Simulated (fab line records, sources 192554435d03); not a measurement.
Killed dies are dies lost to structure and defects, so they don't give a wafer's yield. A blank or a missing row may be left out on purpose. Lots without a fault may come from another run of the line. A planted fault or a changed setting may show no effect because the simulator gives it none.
Split-lot experiment | flow n5_finfet | 7 lots, 21 wafers read, on a route of 1938 steps

THE SPLIT
At N5_PASSIVATION_PECVD_35 (deposits SiNx from SiH4/NH3/N2, target thk 700 nm, time 151.3 s), the setting time_s was moved away from the recipe's 151.3 s on 7 of the 21 wafers read, by -6.6% to +12.6%. The other wafers ran this setting at the recipe's value.

The reading is taken at the split's own step.

THE READING
SiNx_of_PASSIVATION_PECVD_35.thk_nm (the simulator's own value, which no gauge read), in nm, at N5_PASSIVATION_PECVD_35 (deposits SiNx from SiH4/NH3/N2, target thk 700 nm, time 151.3 s). The file gives no usual value for it. The 14 wafers here that ran the recipe average 698.8 nm, standard deviation 6.6 nm.

wafer  | tool, chamber at the split | time_s as run, s | against the recipe | SiNx_of_PASSIVATION_PECVD_35.thk_nm, nm | against lot-mates on the recipe
L074.3 | pecvd-01, 2                | 151.3            | recipe             | 694.4                                   | -
L074.4 | pecvd-01, 1                | 151.3            | recipe             | 702.2                                   | -
L074.6 | pecvd-01, 0                | 151.3            | recipe             | 701.2                                   | -
L075.1 | pecvd-02, 1                | 151.3            | recipe             | 706.4                                   | -
L075.3 | pecvd-02, 0                | 167.1            | +10.4%             | 758.8                                   | +52.4
L075.4 | pecvd-02, 2                | 167.1            | +10.4%             | 775.4                                   | +69.0
L077.1 | pecvd-01, 0                | 157.9            | +4.4%              | 715.2                                   | +22.0
L077.3 | pecvd-01, 1                | 151.3            | recipe             | 693.2                                   | -
L077.6 | pecvd-01, 2                | 157.9            | +4.4%              | 731.2                                   | +38.0
L085.2 | pecvd-01, 2,1              | 151.3            | recipe             | 702                                     | -
L085.3 | pecvd-01, 2,1              | 151.3            | recipe             | 702                                     | -
L085.4 | pecvd-01, 1                | 151.3            | recipe             | 713.6                                   | -
L086.2 | pecvd-01, 1                | 151.3            | recipe             | 696                                     | -
L086.3 | pecvd-01, 0                | 151.3            | recipe             | 691                                     | -
L086.5 | pecvd-01, 0                | 141.3            | -6.6%              | 653.4                                   | -40.1
L089.1 | pecvd-02, 2                | 151.3            | recipe             | 693.6                                   | -
L089.4 | pecvd-02, 0                | 151.3            | recipe             | 700                                     | -
L089.6 | pecvd-02, 2                | 151.3            | recipe             | 701                                     | -
L093.1 | pecvd-01, 1                | 151.3            | recipe             | 687                                     | -
L093.5 | pecvd-01, 0                | 170.4            | +12.6%             | 797.2                                   | +110.2
L093.6 | pecvd-01, 2                | 170.4            | +12.6%             | 798.8                                   | +111.8
Where a row lists several chambers, the file gives one row for several wafers and doesn't say which wafer went through which chamber.

THE FIT
A straight line over all 21 wafers: SiNx_of_PASSIVATION_PECVD_35.thk_nm changes by +7.22 nm for each +1% of time_s; r = +0.98; the points scatter about the line by 8 nm.
The same after taking each lot's own level away (the mean of its wafers on the recipe; 21 wafers): +7.41 nm for each +1%; r = +0.97; scatter 9.4 nm.
On that fit, the largest move of time_s shifts the reading by 94 nm.
The lots' own levels span 687.00 to 706.40 nm, that is 2.9 times the standard deviation above.
So the lot-to-lot level changes the slope little: the two slopes agree.
Check: with one of the wafers moved furthest among these (+12.6%) left out of the fit, the line predicts +88.1 nm for it against its lot-mates. It came out at +110 nm against them.

OTHER SPLITS ON THESE WAFERS
These wafers also went through other splits before the reading. Each is held against what the fit with the lots' levels taken away leaves over:
other split on the same wafers | wafers away from the commonest value | r with SiNx_of_PASSIVATION_PECVD_35.thk_nm (lot level and that fit taken away)
N5_BEOL_M14_EXPOSE_07 dose_mj  | 6                                    | +0.04
N5_BEOL_M15_SPUTTER_43 time_s  | 8                                    | +0.40
N5_PASSIVATION_PECVD_53 temp_c | 9                                    | -0.14

THE FILE'S OWN FIT
SiNx_of_PASSIVATION_PECVD_35.thk_nm changes by +7.34 nm for each +1% of time_s, r = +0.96.
